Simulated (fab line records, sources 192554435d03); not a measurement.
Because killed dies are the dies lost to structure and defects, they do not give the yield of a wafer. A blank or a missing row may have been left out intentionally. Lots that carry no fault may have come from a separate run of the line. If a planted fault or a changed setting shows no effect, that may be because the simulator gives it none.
fab line records	flow n5_finfet
record lots=7	wafers=19	last_day=17
route steps=1938 shown BEOL_M0_CUTY@703 BEOL_M0@715 BEOL_M4@1111 PASSIVATION@1936
lots that met no fault: taken from a fault-free run of the same line
start_h: hours from the record's first day to the start of the lot's first wafer shown	wait_h: hours from the lot's prior step to this one	" same as the row above	L1.1+2: several wafers, shown together as one row	- no value, or no start was given	* or withheld: withheld	< > ~ a bound
route shown NAME@n: names a module that has steps shown in the file, with the first one's number in the route	usual: the fault-free wafers' mean and standard deviation	same: alike in all rows	chamber/n: place in a boat	sites: per-site readings	_std_site: standard deviation across them	_edge_site: the outer-site mean with the inner-site mean subtracted	radius_mm: for every site, how far away it sits from the centre of the wafer	mask NAME#n: copy n	behind: tool/chamber where the wafer was last shaped	hold: the reason the lot was held/the length of the hold in hours/how it ended	device: transistor that didn't switch, given as n, p or np	end of line: at the end of the route, the tests of the same wafers	a step given without rows: its recipe and nothing more	killed: at the first sort, the dies lost to defects and structure; wafer yield is something else	map: the dies of a wafer, with x for killed, . for not killed, _ for no die there
set.NAME: the setting the step ran with; set.NAME@STEP: the setting that earlier step ran with	model.NAME: the simulator's own value behind a step, which no gauge read
lots at selected steps of the route; one table per step, one row per wafer
services: the hour from which a tool's chamber was out of use, counted from the record's first day as start_h (under 0 if before that day), plus the number of hours and why
## steps
# step N5_BEOL_M0_CUTY_EBR_52
# recipe solvent=PGMEA	ebr_width_mm=1.5
# step N5_BEOL_M0_CUTY_SOFTBAKE_53
# recipe temp_c=110	time_s=60	resist=CAR-ArF-block
# step N5_BEOL_M0_CUTY_EXPOSE_54
# recipe mask_id=M0_ABLK	na=1.35	source_shape=conventional	sigma_outer=0.8	polarization=unpolarized	dose_mj=36
# step N5_BEOL_M0_CUTY_PEB_55
# recipe peb_temp_c=110	peb_time_s=60	resist=CAR-ArF-block
# step N5_BEOL_M0_CUTY_DEVELOP_56
# recipe develop_time_s=30	developer=TMAH	resist=CAR-ArF-block	rinse_liquid=diw	dry=air_spin	dev_temp_c=23
# step N5_BEOL_M0_CUTY_CD_MEAS_57
# recipe target_cd_nm=200	landing_energy_ev=500	detector=se_inlens	polarity=line
# usual cd_nm=199.6/0.91
lot.wafer	tool	chamber	start_h	wait_h	cd_nm
L461.1	cd_sem-01	0	138.07	-	198.7
L461.2	"	0	"	"	200.3
L461.3	"	0	"	"	199.7
L471.2	cd_sem-02	0	200.95	-	200.2
L471.4	"	0	"	"	200.3
L473.1	cd_sem-01	0	221.70	-	199.5
L473.2	"	0	"	"	200.3
L473.5	"	0	"	"	200.2
L475.3	cd_sem-01	0	223.14	-	199.2
L475.4	"	0	"	"	199.7
L475.5	"	0	"	"	198.1
L474.1	cd_sem-03	0	225.68	-	198.9
L474.3	"	0	"	"	199.5
L477.2	cd_sem-02	0	233.07	-	199.6
L477.5	"	0	"	"	200.5
L477.6	"	0	"	"	199.2
L479.1	cd_sem-03	0	238.88	-	200.3
L479.2	"	0	"	"	199.8
L479.3	"	0	"	"	200.1
# step N5_BEOL_M0_CUTY_OVL_MEAS_58
# recipe points_per_wafer=44
# usual M0_ABLK_OVL=0.3/0.7
lot.wafer	tool	chamber	start_h	wait_h	M0_ABLK_OVL[nm]
L461.1	overlay-01	0	138.10	0.0	0.1
L461.2	"	0	"	"	0.9
L461.3	"	0	"	"	0.0
L471.2	overlay-01	0	200.98	0.0	-0.4
L471.4	"	0	"	"	1.4
L473.1	overlay-01	0	221.73	0.0	0.6
L473.2	"	0	"	"	0.2
L473.5	"	0	"	"	0.7
L475.3	overlay-02	0	223.16	0.0	-0.9
L475.4	"	0	"	"	-0.3
L475.5	"	0	"	"	-0.7
L474.1	overlay-01	0	225.71	0.0	1.6
L474.3	"	0	"	"	2.4
L477.2	overlay-01	0	233.10	0.0	0.9
L477.5	"	0	"	"	1.1
L477.6	"	0	"	"	0.7
L479.1	overlay-02	0	238.91	0.0	0.7
L479.2	"	0	"	"	0.7
L479.3	"	0	"	"	0.2
# step N5_BEOL_M0_CUTY_INSPECT_59
# recipe mode=adi	inspect_instrument=macro
# usual raw_defect_count=2.1/1.5
lot.wafer	tool	chamber	start_h	wait_h	raw_defect_count
L461.1	defect_inspect-01	-	138.13	0.0	1
L461.2	"	-	"	"	3
L461.3	"	-	"	"	3
L471.2	defect_inspect-01	-	201.00	0.0	4
L471.4	"	-	"	"	1
L473.1	defect_inspect-02	-	221.76	0.0	4
L473.2	"	-	"	"	2
L473.5	"	-	"	"	6
L475.3	defect_inspect-01	-	223.19	0.0	1
L475.4	"	-	"	"	1
L475.5	"	-	"	"	1
L474.1	defect_inspect-01	-	225.73	0.0	1
L474.3	"	-	"	"	1
L477.2	defect_inspect-02	-	233.12	0.0	2
L477.5	"	-	"	"	1
L477.6	"	-	"	"	1
L479.1	defect_inspect-02	-	238.94	0.0	4
L479.2	"	-	"	"	2
L479.3	"	-	"	"	2
# step N5_BEOL_M0_CUTY_DESCUM_61
# recipe chemistry=O2	time_s=7.9	source_power_w=50	bias_power_w=20	pressure_mtorr=20	rf_frequency_hz=2.712e+07	temp_c=40	resist=CAR-ArF-block	o2_flow_sccm=225
# usual drypump_motor_current_A=5.6/0.41	oes_product_au=0.81/0.091	rf_vpp_V=243.0/1.1	showerhead_plenum_p_Torr=2.10/0.056	throttle_valve_pct=20.60/0.17
lot.wafer	tool	chamber	start_h	wait_h	drypump_motor_current_A	oes_product_au	rf_hours_counter_h	rf_vpp_V	showerhead_plenum_p_Torr	throttle_valve_pct
L461.1	rie_diel-04	3	138.16	0.0	6.3	0.70	222	244.1	2.17	20.62
L461.2	"	1	"	"	5.3	0.88	28	242.0	2.02	20.38
L461.3	"	2	"	"	5.5	0.93	16	242.1	2.08	20.79
L471.2	rie_diel-05	3	201.03	0.0	5.8	0.70	188	242.9	2.10	20.91
L471.4	"	2	"	"	5.3	0.75	123	243.2	2.14	20.73
L473.1	rie_diel-05	2	222.01	0.3	5.3	0.74	130	243.0	2.14	20.75
L473.2	"	0	"	"	6.0	0.72	201	242.4	1.99	20.56
L473.5	"	2	"	"	5.3	0.74	-	243.8	2.14	20.75
L475.3	rie_diel-04	2	223.24	0.1	5.5	0.88	40	242.8	2.07	20.82
L475.4	"	3	"	"	6.2	0.68	248	243.2	2.16	20.65
L475.5	"	1	"	"	5.2	0.83	-	242.0	2.01	20.43
L474.1	rie_diel-05	2	225.77	0.0	5.3	0.73	131	241.5	2.14	20.74
L474.3	"	1	"	"	5.3	0.89	33	243.3	2.14	20.70
L477.2	rie_diel-04	2	233.15	0.0	5.5	0.87	44	243.0	2.07	20.83
L477.5	"	0	"	"	4.8	0.82	-	242.5	2.13	20.52
L477.6	"	1	"	"	5.3	0.83	-	243.1	2.01	20.44
L479.1	rie_diel-04	1	239.46	0.5	5.3	0.82	69	243.2	2.01	20.44
L479.2	"	2	"	"	5.5	0.87	46	241.1	2.07	20.82
L479.3	"	0	"	"	4.8	0.81	97	245.3	2.13	20.54
# step N5_BEOL_M0_CUTY_ETCH_62
# recipe chemistry=CF4	target=SiARC	mask_material=CAR-ArF-block	time_s=58.5	ion_energy_ev=80	pressure_mtorr=40	source_w=545	bias_w=36	Ar_flow_sccm=100	cf4_flow_sccm=100	ends=cleared
# usual drypump_motor_current_A=5.6/0.41	etch_rf_on_time_s=58.6/2	oes_product_au=0.69/0.081	rf_vpp_V=184.0/1	showerhead_plenum_p_Torr=2.13/0.047	throttle_valve_pct=15.64/0.18
lot.wafer	tool	chamber	start_h	wait_h	drypump_motor_current_A	etch_rf_on_time_s	oes_product_au	rf_hours_counter_h	rf_vpp_V	showerhead_plenum_p_Torr	throttle_valve_pct
L461.1	rie_diel-04	3	138.20	0.0	6.3	59.2	0.61	222	184.3	2.19	15.65
L461.2	"	1	"	"	5.3	59.0	0.75	28	183.4	2.10	15.71
L461.3	"	2	"	"	5.5	57.6	0.80	16	183.0	2.08	15.50
L471.2	rie_diel-05	3	201.07	0.0	5.8	60.3	0.59	188	183.3	2.14	16.02
L471.4	"	2	"	"	5.3	61.2	0.63	123	184.6	2.14	15.48
L473.1	rie_diel-05	2	222.04	0.0	5.3	61.7	0.63	130	184.0	2.13	15.51
L473.2	"	0	"	"	6.0	60.8	0.58	201	183.5	2.04	15.74
L473.5	"	2	"	"	5.3	61.3	0.63	-	183.8	2.13	15.50
L475.3	rie_diel-04	2	223.28	0.0	5.5	57.2	0.76	40	182.3	2.07	15.54
L475.4	"	3	"	"	6.3	59.0	0.59	248	183.3	2.18	15.70
L475.5	"	1	"	"	5.3	58.5	0.71	-	181.8	2.09	15.77
L474.1	rie_diel-05	2	225.80	0.0	5.3	61.5	0.63	131	182.8	2.13	15.51
L474.3	"	1	"	"	5.3	57.9	0.76	33	185.0	2.18	15.64
L477.2	rie_diel-04	2	233.19	0.0	5.5	56.4	0.76	44	181.8	2.07	15.54
L477.5	"	0	"	"	4.8	56.9	0.70	-	185.0	2.16	15.48
L477.6	"	1	"	"	5.3	57.7	0.71	-	183.8	2.09	15.77
L479.1	rie_diel-04	1	239.50	0.0	5.3	58.2	0.70	69	183.1	2.09	15.80
L479.2	"	2	"	"	5.5	57.0	0.75	46	185.1	2.07	15.54
L479.3	"	0	"	"	4.8	56.7	0.70	97	184.6	2.16	15.51
# step N5_BEOL_M0_CUTY_ETCH_63
# recipe chemistry=N2/H2	target=SOC	target_depth_a=827	overetch_a=165	mask_material=SiARC	temp_c=40	ion_energy_ev=200	time_s=124	pressure_mtorr=30	source_w=840	bias_w=150	n2_flow_sccm=200	h2_flow_sccm=200
# usual drypump_motor_current_A=5.6/0.41	oes_product_au=0.66/0.068	rf_vpp_V=523.7/1.8	showerhead_plenum_p_Torr=2.54/0.057	throttle_valve_pct=17.93/0.22
lot.wafer	tool	chamber	start_h	wait_h	drypump_motor_current_A	oes_product_au	rf_hours_counter_h	rf_vpp_V	showerhead_plenum_p_Torr	throttle_valve_pct
L461.1	rie_diel-04	3	138.24	0.0	6.3	0.59	222	525.8	2.63	18.05
L461.2	"	1	"	"	5.3	0.73	28	523.2	2.52	18.12
L461.3	"	2	"	"	5.5	0.75	16	522.2	2.51	17.96
L471.2	rie_diel-05	3	201.11	0.0	5.8	0.58	188	522.8	2.51	18.08
L471.4	"	2	"	"	5.3	0.63	123	524.4	2.57	18.03
L473.1	rie_diel-05	2	222.09	0.0	5.3	0.62	130	523.7	2.57	18.06
L473.2	"	0	"	"	6.0	0.58	201	519.1	2.42	17.88
L473.5	"	2	"	"	5.3	0.63	-	524.3	2.57	18.05
L475.3	rie_diel-04	2	223.32	0.0	5.5	0.72	40	522.4	2.50	18.01
L475.4	"	3	"	"	6.2	0.57	248	525.6	2.62	18.10
L475.5	"	1	"	"	5.3	0.67	-	521.8	2.51	18.19
L474.1	rie_diel-05	2	225.85	0.0	5.3	0.62	131	524.3	2.57	18.05
L474.3	"	1	"	"	5.3	0.74	33	527.6	2.62	18.16
L477.2	rie_diel-04	2	233.23	0.0	5.5	0.71	44	523.0	2.50	17.99
L477.5	"	0	"	"	4.8	0.66	-	524.1	2.53	17.46
L477.6	"	1	"	"	5.3	0.67	-	520.5	2.50	18.20
L479.1	rie_diel-04	1	239.55	0.0	5.3	0.67	69	522.4	2.50	18.18
L479.2	"	2	"	"	5.5	0.71	46	520.7	2.49	17.99
L479.3	"	0	"	"	4.8	0.67	97	523.2	2.53	17.46
# step N5_BEOL_M0_CUTY_STRIP_64
# recipe chemistry=N2/H2	temp_c=40	n2_flow_sccm=200	h2_flow_sccm=200	rf_frequency_hz=6e+07
# step N5_BEOL_M0_ETCH_138
# recipe chemistry=CH3F/O2	target_depth_a=120	target=SiCN	time_s=31.6	ion_energy_ev=120	pressure_mtorr=30	source_w=395	bias_w=75	Ar_flow_sccm=150	CH3F_flow_sccm=30	O2_flow_sccm=20	ends=cleared
# usual CH3F_flow_sccm=29.99/0.093	drypump_motor_current_A=5.6/0.41	etch_rf_on_time_s=29.1/1.2	oes_product_au=0.69/0.08	rf_vpp_V=297.2/1.1	showerhead_plenum_p_Torr=1.99/0.048	throttle_valve_pct=16.36/0.15
lot.wafer	tool	chamber	start_h	wait_h	CH3F_flow_sccm	drypump_motor_current_A	etch_rf_on_time_s	oes_product_au	rf_hours_counter_h	rf_vpp_V	showerhead_plenum_p_Torr	throttle_valve_pct
L461.1	rie_diel-04	3	138.37	0.0	30.05	6.3	27.8	0.60	222	298.2	2.05	16.37
L461.2	"	1	"	"	30.08	5.3	27.1	0.75	29	295.8	1.97	16.44
L461.3	"	2	"	"	29.85	5.5	26.6	0.80	16	296.5	1.94	16.25
L471.2	rie_diel-05	3	201.24	0.0	30.07	5.8	28.5	0.59	188	297.4	1.98	16.67
L471.4	"	2	"	"	29.94	5.3	31.4	0.63	123	299.2	2.00	16.25
L473.1	rie_diel-05	2	222.21	0.0	29.98	5.3	30.8	0.63	130	296.4	2.00	16.27
L473.2	"	0	"	"	29.86	5.9	27.7	0.59	201	295.9	1.89	16.39
L473.5	"	2	"	"	30.08	5.3	31.8	0.63	-	297.1	2.00	16.28
L475.3	rie_diel-04	2	223.45	0.0	29.98	5.5	18.7	0.97	40	296.5	1.94	16.30
L475.4	"	3	"	"	30.08	6.3	30.4	0.59	248	297.4	2.04	16.44
L475.5	"	1	"	"	30.14	5.3	29.0	0.72	-	296.1	1.96	16.49
L474.1	rie_diel-05	2	225.97	0.0	29.85	5.3	30.2	0.62	131	298.0	2.00	16.26
L474.3	"	1	"	"	30.05	5.3	29.7	0.76	33	297.5	2.05	16.43
L477.2	rie_diel-04	2	233.36	0.0	30.02	5.5	27.2	0.75	44	295.4	1.94	16.31
L477.5	"	0	"	"	29.96	4.8	28.8	0.70	-	295.9	2.02	16.23
L477.6	"	1	"	"	29.94	5.3	18.5	0.92	-	296.7	1.95	16.51
L479.1	rie_diel-04	1	239.67	0.0	29.98	5.3	29.2	0.71	69	296.7	1.95	16.50
L479.2	"	2	"	"	29.90	5.5	28.2	0.75	46	296.0	1.93	16.32
L479.3	"	0	"	"	29.95	4.8	18.1	0.92	98	298.5	2.02	16.26
# step N5_BEOL_M0_HM_OPEN_105
# recipe chemistry=Cl2/BCl3	target_depth_a=120	target=TiN	ion_energy_ev=150	pressure_mtorr=10	icp_w=1000	bias_w=126	Cl2_flow_sccm=53.25	bcl3_flow_sccm=21.75	Ar_flow_sccm=25
# usual drypump_motor_current_A=5.7/0.58	oes_product_au=0.80/0.12	throttle_valve_pct=21.9/0.37
lot.wafer	tool	chamber	start_h	wait_h	drypump_motor_current_A	oes_product_au	rf_hours_counter_h	throttle_valve_pct
L461.1	rie_metal-02	0	138.47	0.1	5.5	0.80	28	21.9
L461.2	"	1	"	"	5.0	0.65	84	21.6
L461.3	"	0	"	"	5.5	0.80	-	21.9
L471.2	rie_metal-03	0	203.28	2.0	5.9	0.86	24	21.4
L471.4	"	0	"	"	5.9	0.86	-	21.4
L473.1	rie_metal-01	1	224.45	2.2	6.6	0.89	13	21.7
L473.2	"	0	"	"	5.1	0.63	102	22.4
L473.5	"	1	"	"	6.6	0.89	-	21.7
L475.3	rie_metal-03	0	224.54	1.1	5.9	0.85	-	21.4
L475.4	"	1	"	"	5.4	0.91	-	22.1
L475.5	"	1	"	"	5.5	0.92	-	22.1
L474.1	rie_metal-03	0	226.07	0.1	5.9	0.87	25	21.4
L474.3	"	1	"	"	5.5	0.92	-	22.1
L477.2	rie_metal-01	0	233.51	0.1	5.0	0.62	104	22.4
L477.5	"	0	"	"	5.0	0.63	-	22.4
L477.6	"	1	"	"	6.6	0.89	-	21.7
L479.1	rie_metal-01	1	241.49	1.8	6.6	0.88	15	21.7
L479.2	"	0	"	"	5.0	0.63	104	22.4
L479.3	"	1	"	"	6.6	0.88	-	21.7
# step N5_BEOL_M4_RC_MEAS_101
# usual DIBL_N=36.0/2	DIBL_P=35.9/2.5	IOFF_N=0.16/0.038	IOFF_P=0.21/0.04	ION_N=675/14	ION_P=462/9.4	SS_N=71.5/0.75	SS_P=73.2/0.74	VT_N=250/3.9	VT_P=-251/3.2
lot.wafer	tool	chamber	start_h	wait_h	DIBL_N[mV/V]	DIBL_P[mV/V]	IOFF_N[nA/um]	IOFF_P[nA/um]	ION_N[uA/um]	ION_P[uA/um]	SS_N[mV/dec]	SS_P[mV/dec]	VT_N[mV]	VT_P[mV]
L461.1	prober-01	0	182.19	0.0	34.6	34.3	0.14	0.18	665	464	72.2	72.6	253	-252
L461.2	"	0	"	"	36.5	36.9	0.17	0.21	683	469	71.4	73.5	251	-252
L461.3	"	0	"	"	35.2	36.4	0.15	0.20	673	465	72.1	72.7	252	-251
L471.2	prober-01	0	243.06	0.2	35.5	33.9	0.15	0.19	667	450	72.2	72.3	248	-249
L471.4	"	0	"	"	35.4	34.9	0.15	0.21	655	448	71.9	73.4	250	-250
L473.1	prober-01	0	267.94	0.0	36.5	35.5	0.16	0.18	661	451	71.1	72.7	249	-250
L473.2	"	0	"	"	32.4	33.8	0.12	0.18	688	483	70.5	72.6	251	-251
L473.5	"	0	"	"	35.1	36.1	0.15	0.20	675	463	70.7	72.5	248	-251
L475.3	prober-02	0	270.17	0.3	35.7	37.3	0.16	0.21	669	464	71.5	73.7	249	-246
L475.4	"	0	"	"	34.4	36.1	0.13	0.18	686	473	71.0	73.1	256	-251
L475.5	"	0	"	"	33.3	34.8	0.12	0.18	656	459	71.2	72.7	255	-253
L474.1	prober-01	0	272.02	0.0	38.9	39.8	0.22	0.27	684	464	73.3	74.5	247	-247
L474.3	"	0	"	"	38.0	39.2	0.19	0.26	668	462	72.7	74.7	249	-245
L477.2	prober-01	0	273.82	0.2	35.2	34.2	0.16	0.20	699	475	71.1	72.6	248	-249
L477.5	"	0	"	"	36.8	36.5	0.20	0.26	703	484	71.5	74.2	244	-247
L477.6	"	0	"	"	35.3	32.2	0.15	0.18	668	454	72.0	72.8	250	-251
L479.1	prober-01	0	295.73	0.0	38.2	37.8	0.19	0.24	693	472	72.2	73.3	247	-250
L479.2	"	0	"	"	35.3	35.8	0.12	0.22	653	462	70.7	73.6	254	-250
L479.3	"	0	"	"	38.5	37.4	0.18	0.24	668	457	72.6	73.9	251	-250
# step N5_PASSIVATION_PROBE_49
# usual defect_limited_yield=91.3/1.5	killed_at_M0_to_M3=33/12	killed_at_M4_up=15/5.2	killed_at_contacts=12/5.1	killed_at_front_end=39/11	killed_at_other=5/3.6	killed_dies=103/18	killed_on_rim=14/4.3	killed_open=67/13	killed_short=33/7.8	sort_bin_5_function=5.1/0.96	sort_bin_6_memory=3.2/0.71	sort_n_pass=1077/18	sort_yield_pct=91.3/1.5
# same gross_dies=1180	killed_at_back_side=0	sort_bin_4_leakage[%]=0	sort_bin_8_speed[%]=0
lot.wafer	tool	chamber	start_h	wait_h	defect_limited_yield[%]	killed_at_M0_to_M3	killed_at_M4_up	killed_at_contacts	killed_at_front_end	killed_at_other	killed_dies	killed_on_rim	killed_open	killed_short	sort_bin_5_function[%]	sort_bin_6_memory[%]	sort_n_pass	sort_yield_pct[%]
L475.3	prober-01	-	365.28	0.1	90.0	32	19	14	46	7	118	17	83	28	6.1	3.1	1062	90.0
L475.4	prober-01	-	365.33	0.2	92.5	13	14	18	39	5	89	16	60	29	4.0	3.1	1091	92.5
L475.5	prober-01	-	365.38	0.2	89.6	34	24	15	40	10	123	17	77	36	5.5	3.6	1057	89.6
L473.1	prober-02	-	366.13	0.0	91.4	46	11	11	32	1	101	13	68	31	4.8	3.3	1079	91.4
L473.2	prober-02	-	366.18	0.1	91.1	38	10	15	33	9	105	16	69	31	5.2	3.3	1075	91.1
L473.5	prober-02	-	366.33	0.2	90.4	46	13	23	29	2	113	14	77	33	5.1	4.3	1067	90.4
L474.1	prober-02	-	378.11	0.0	91.9	22	11	11	47	5	96	7	70	24	4.6	3.4	1084	91.9
L474.3	prober-02	-	378.21	0.1	92.8	23	13	10	35	4	85	8	59	26	4.6	2.5	1095	92.8
L477.2	prober-01	-	379.22	0.1	91.9	28	13	21	28	6	96	13	60	35	5.1	3.1	1084	91.9
L477.5	prober-01	-	379.37	0.2	90.8	44	6	17	32	9	108	14	70	38	5.5	3.1	1072	90.8
L477.6	prober-01	-	379.42	0.3	92.3	32	6	18	33	2	91	8	69	22	4.1	3.3	1089	92.3
# killed by level:class
L475.3 BEOL_M4:geometric_particle:open=17 MOL_CONTACT_COAG:geometric_particle:open=12 FIN_SAQP:geometric_particle:open=9 BEOL_M2:geometric_particle:open=9 STI_FIN_REVEAL:geometric_particle:open=7 BEOL_M0_SAQP:geometric_particle:open=7 HKMG_FIN:area_etch=7 DUMMY_GATE:geometric_particle:open=6
L475.4 FIN_SAQP:geometric_particle:short=18 MOL_CONTACT_COAG:geometric_particle:open=17 FIN_SAQP:geometric_particle:open=12 BEOL_M4:geometric_particle:open=9 BEOL_M2:geometric_particle:open=7 BEOL_M3:geometric_particle:open=4 GATE_CUT:geometric_particle:open=2 BEOL_M5:geometric_particle:short=2
L475.5 BEOL_M2:geometric_particle:open=11 MOL_CONTACT_COAG:geometric_particle:open=9 BEOL_M3:geometric_particle:open=9 BEOL_M4:geometric_particle:open=9 FIN_SAQP:geometric_particle:open=8 HKMG_FIN:area_etch=8 MOL_CONTACT_COAG:geometric_particle:short=6 FIN_SAQP:geometric_particle:short=4
L473.1 BEOL_M3:geometric_particle:open=21 MOL_CONTACT_COAG:geometric_particle:open=7 BEOL_M0_SAQP:geometric_particle:open=7 BEOL_M1:geometric_particle:open=7 STI_FIN_REVEAL:geometric_particle:open=6 STARTING-WAFER:geometric_particle:open=5 FIN_SAQP:geometric_particle:short=4 MOL_CONTACT_COAG:geometric_particle:short=4
L473.2 MOL_CONTACT_COAG:geometric_particle:open=13 BEOL_M3:geometric_particle:open=13 FIN_SAQP:geometric_particle:open=8 BEOL_M2:geometric_particle:open=8 STI_FIN_REVEAL:geometric_particle:open=6 FIN_SAQP:geometric_particle:short=4 BEOL_M3:geometric_particle:short=4 STARTING-WAFER:geometric_particle:short=4
L473.5 MOL_CONTACT_COAG:geometric_particle:open=20 STI_FIN_REVEAL:geometric_particle:open=12 BEOL_M1:geometric_particle:open=9 BEOL_M3:geometric_particle:open=9 BEOL_M0_SAQP:geometric_particle:short=7 BEOL_M0_SAQP:geometric_particle:open=6 BEOL_M2:geometric_particle:open=5 BEOL_M3:geometric_particle:short=5
L474.1 MOL_CONTACT_COAG:geometric_particle:open=10 STI_FIN_REVEAL:geometric_particle:open=7 GATE_CUT:geometric_particle:open=6 BEOL_M0_SAQP:geometric_particle:open=6 DUMMY_GATE:geometric_particle:open=5 BEOL_M1:geometric_particle:open=5 FIN_SAQP:geometric_particle:open=4 STI_FIN_REVEAL:geometric_particle:short=4
L474.3 BEOL_M1:geometric_particle:open=11 MOL_CONTACT_COAG:geometric_particle:open=8 GATE_CUT:geometric_particle:open=7 GATE_CUT:geometric_particle:short=6 STI_FIN_REVEAL:geometric_particle:open=5 BEOL_M0_SAQP:geometric_particle:open=5 BEOL_M0_SAQP:geometric_particle:short=4 BEOL_M4:geometric_particle:open=4
L477.2 MOL_CONTACT_COAG:geometric_particle:open=16 BEOL_M0_SAQP:geometric_particle:short=10 BEOL_M0_SAQP:geometric_particle:open=9 STI_FIN_REVEAL:geometric_particle:open=7 GATE_CUT:geometric_particle:short=6 MOL_CONTACT_COAG:geometric_particle:short=5 BEOL_M2:geometric_particle:open=4 BEOL_M4:geometric_particle:open=4
L477.5 MOL_CONTACT_COAG:geometric_particle:open=11 BEOL_M2:geometric_particle:open=10 STI_FIN_REVEAL:geometric_particle:open=8 BEOL_M0_SAQP:geometric_particle:open=8 BEOL_M1:geometric_particle:open=8 MOL_CONTACT_COAG:geometric_particle:short=6 FIN_SAQP:geometric_particle:open=5 BEOL_M2:geometric_particle:short=5
L477.6 MOL_CONTACT_COAG:geometric_particle:open=16 BEOL_M2:geometric_particle:open=12 GATE_CUT:geometric_particle:open=7 BEOL_M1:geometric_particle:open=7 BEOL_M0_SAQP:geometric_particle:short=6 GATE_CUT:geometric_particle:short=5 STI_FIN_REVEAL:geometric_particle:open=4 DUMMY_GATE:geometric_particle:open=4
## services
tool	chamber	start_h	hours	kind
rie_diel-05	1	114.63	-	clean
rie_diel-05	1	114.63	-	consumable_replace:focus_ring
rie_diel-05	1	114.63	18.1	scheduled_down
rie_diel-05	1	114.63	18.1	vent_cycle
rie_metal-03	1	142.90	-	clean
rie_metal-03	1	142.90	12.3	scheduled_down
rie_metal-03	1	142.90	12.3	vent_cycle
rie_metal-02	0	144.98	2.3	repair
rie_diel-04	3	149.33	7.2	repair
rie_metal-02	-	158.34	0.6	repair
rie_diel-04	2	169.75	12.7	repair
rie_metal-01	-	179.59	0.4	repair
rie_diel-04	2	205.62	6.8	repair
rie_metal-02	0	218.57	12.5	repair
rie_diel-04	3	229.79	-	clean
rie_diel-04	3	229.79	-	consumable_replace:focus_ring
rie_diel-04	3	229.79	18.8	scheduled_down
rie_diel-04	3	229.79	18.8	vent_cycle
rie_metal-02	-	233.20	1.2	repair
## key
first_sign step=N5_BEOL_M0_ETCH_138	reading=etch_rf_on_time_s	direction=down	sigmas=8.8	usual=*	struck=*
effect step=N5_BEOL_M0_ETCH_138	reading=oes_product_au	direction=up	sigmas=3.1	usual=0.69	struck=0.93
met_at N5_BEOL_M0_ETCH_138
struck_wafers L475.3,L477.6,L479.3
onset_between 138.37 223.45
fault kind=process_parameter_drift	tool=rie_diel-04	chamber=-	onset_h=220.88	steps=N5_BEOL_M0_ETCH_138	channel=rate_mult	offset=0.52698	shape=step	end_h=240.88	scope=struck_wafers_only
